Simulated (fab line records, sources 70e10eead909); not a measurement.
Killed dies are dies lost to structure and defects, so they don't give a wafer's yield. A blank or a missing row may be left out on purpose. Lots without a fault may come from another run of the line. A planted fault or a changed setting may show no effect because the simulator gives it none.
Chamber matching | flow nand_harc | NHARC_P_BONDPAD_DEP_00 on pecvd-01: 3 sister chambers
The step deposits SiCN, target thk 250 nm. 6 wafers are shown with their chamber, then 7 later ones without.

WAFERS WITH THEIR CHAMBER
wafer  | chamber | heater_power_w (W)
L085.4 | 2       | 487
L089.3 | 1       | 627
L089.5 | 0       | 530
L089.6 | 1       | 638
L094.1 | 2       | 549
L094.3 | 0       | 531

WAFERS WITHOUT THEIR CHAMBER
wafer  | heater_power_w (W)
L094.5 | 553
L095.4 | 535
L095.5 | 626
L095.6 | 521
L097.1 | 569
L097.3 | 481
L097.5 | 502

WHICH CHAMBER EACH WENT THROUGH
wafer  | from the rows above          | in truth
L094.5 | can't be placed: 0 or 2      | 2
L095.4 | can't be placed: 0 or 2      | 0
L095.5 | 1                            | 1
L095.6 | can't be placed: 2 or 0      | 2
L097.1 | can't be placed: 0 or 2 or 1 | 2
L097.3 | can't be placed: 2 or 0      | 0
L097.5 | can't be placed: 2 or 0      | 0
Placed correctly: 1 of 7. Can't be placed from these rows: 6 (the true chamber is among the candidates in 6). Placed wrongly: 0.
How it was worked out, from the rows above alone: a wafer's distance from a chamber is the root of the sum, over the readings, of the square of ((its reading less the chamber's mean) divided by the reading's scatter). The wafer belongs to the nearest chamber; if the next one is less than 2 further off, it can't be placed. A chamber's mean is the mean of its shown wafers. The scatter: the root of (the sum of the squares of (reading less its chamber's mean) over the shown wafers, divided by (wafers less chambers)).
